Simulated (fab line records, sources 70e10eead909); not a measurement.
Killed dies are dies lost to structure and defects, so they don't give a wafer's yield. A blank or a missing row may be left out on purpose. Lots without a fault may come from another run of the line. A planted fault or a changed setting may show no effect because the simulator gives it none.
Chamber matching | flow nand_harc | NHARC_P_BONDPAD_CMP_19 on cmp-04: 4 sister chambers
The step polishes, t overpolish 30 s, cu recess touch 16 s, target thk 160.81 nm. 8 wafers are shown with their chamber, then 12 later ones without.

WAFERS WITH THEIR CHAMBER
wafer  | chamber | motor_current_A (A) | overpolish_run_s (s)
L086.6 | 2       | 12.4                | 29.999
L089.5 | 0       | 11.1                | 30.006
L088.1 | 0       | 11.2                | 29.991
L088.3 | 3       | 14.7                | 29.998
L088.4 | 1       | 13.1                | 29.988
L093.2 | 2       | 13.1                | 30.015
L093.3 | 3       | 14.7                | 29.997
L093.4 | 1       | 13.1                | 29.999

WAFERS WITHOUT THEIR CHAMBER
wafer  | motor_current_A (A) | overpolish_run_s (s)
L093.1 | 11.1                | 30.004
L093.5 | 12.5                | 29.993
L093.6 | 12.5                | 30.002
L094.1 | 12.1                | 29.988
L094.4 | 13.7                | 29.997
L094.6 | 13.2                | 29.994
L096.2 | 12.5                | 30.011
L096.4 | 14.1                | 29.994
L096.5 | 12.7                | 29.999
L096.1 | 11.1                | 29.985
L096.3 | 13.1                | 30.007
L096.6 | 12.9                | 29.995

WHICH CHAMBER EACH WENT THROUGH
wafer  | from the rows above          | in truth
L093.1 | 0                            | 0
L093.5 | can't be placed: 2 or 1      | 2
L093.6 | can't be placed: 2 or 1      | 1
L094.1 | can't be placed: 2 or 0 or 1 | 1
L094.4 | can't be placed: 1 or 2 or 3 | 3
L094.6 | can't be placed: 1 or 2      | 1
L096.2 | 2                            | 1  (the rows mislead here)
L096.4 | can't be placed: 3 or 1      | 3
L096.5 | can't be placed: 2 or 1      | 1
L096.1 | 0                            | 0
L096.3 | can't be placed: 2 or 1      | 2
L096.6 | can't be placed: 1 or 2      | 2
Placed correctly: 2 of 12. Can't be placed from these rows: 9 (the true chamber is among the candidates in 9). Placed wrongly: 1.
How it was worked out, from the rows above alone: a wafer's distance from a chamber is the root of the sum, over the readings, of the square of ((its reading less the chamber's mean) divided by the reading's scatter). The wafer belongs to the nearest chamber; if the next one is less than 2 further off, it can't be placed. A chamber's mean is the mean of its shown wafers. The scatter: the root of (the sum of the squares of (reading less its chamber's mean) over the shown wafers, divided by (wafers less chambers)).
